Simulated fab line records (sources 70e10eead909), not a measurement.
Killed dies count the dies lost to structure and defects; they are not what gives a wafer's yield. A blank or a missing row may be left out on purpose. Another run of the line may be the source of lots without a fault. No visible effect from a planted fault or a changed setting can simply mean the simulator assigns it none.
Matching of chambers    flow nand_harc    NHARC_A_STAIRCASE_DEP_471 on pecvd-02: 3 sister chambers
The step deposits SiO2, target thk 100 nm. 16 wafers are shown with their chamber, then 8 later ones without.

== WAFERS PAIRED WITH THEIR CHAMBERS ==
wafer   chamber  throttle_valve_pct (%)  heater_power_w (W)  chamber_pressure_Torr (Torr)
L075.3  2        16.0                    589                 6.486
L075.4  2        16.2                    605                 6.510
L075.6  1        15.9                    616                 6.516
L074.2  1        16.3                    647                 6.489
L074.3  0        16.0                    706                 6.510
L074.4  0        15.9                    692                 6.533
L086.1  2        15.7                    565                 6.474
L086.5  1        16.1                    575                 6.527
L086.6  0        16.3                    651                 6.507
L085.1  2        15.7                    644                 6.511
L085.4  1        15.8                    565                 6.470
L085.6  0        16.0                    610                 6.501
L083.1  2        15.5                    556                 6.513
L083.3  0        16.0                    540                 6.528
L083.6  2        15.6                    578                 6.509
L093.1  2        15.5                    616                 6.519

SIGNATURES (means of the wafers above)
reading                chamber 0  chamber 1  chamber 2  scatter within a chamber
throttle_valve_pct     16.040     16.025     15.743     0.225
heater_power_w         639.80     600.75     593.29     46.5
chamber_pressure_Torr  6.51580    6.50050    6.50314    0.0184
Rule: for each reading, subtract the chamber's mean from the wafer's reading, divide by that reading's scatter and square the result; add these up over the readings and take the root, which gives the wafer's distance from the chamber. The wafer belongs to the nearest chamber; if the next one is less than 2 further off, it can't be placed. The scatter: take each reading less its chamber's mean, square it, sum over the shown wafers, divide by the number of wafers less the number of chambers, and take the root.

== WAFERS WITHOUT THEIR CHAMBER ==
wafer   throttle_valve_pct (%)  heater_power_w (W)  chamber_pressure_Torr (Torr)
L093.3  16.2                    652                 6.481
L093.4  15.7                    589                 6.508
L092.4  16.3                    638                 6.493
L092.5  15.7                    588                 6.502
L092.6  16.0                    646                 6.459
L095.1  15.9                    681                 6.500
L095.2  16.3                    640                 6.493
L095.4  15.7                    513                 6.509

== WHICH CHAMBER EACH WENT THROUGH ==
wafer   from the rows above           in truth
L093.3  can't be placed: 1 or 0 or 2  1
L093.4  can't be placed: 2 or 1 or 0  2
L092.4  can't be placed: 1 or 0 or 2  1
L092.5  can't be placed: 2 or 1 or 0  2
L092.6  can't be placed: 1 or 2 or 0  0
L095.1  can't be placed: 0 or 1 or 2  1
L095.2  can't be placed: 1 or 0 or 2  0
L095.4  can't be placed: 2 or 1 or 0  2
Correctly placed: 0 of 8. From these rows, 8 cannot be placed; in 8 the true chamber is one of the candidates. Number placed wrongly: 0.
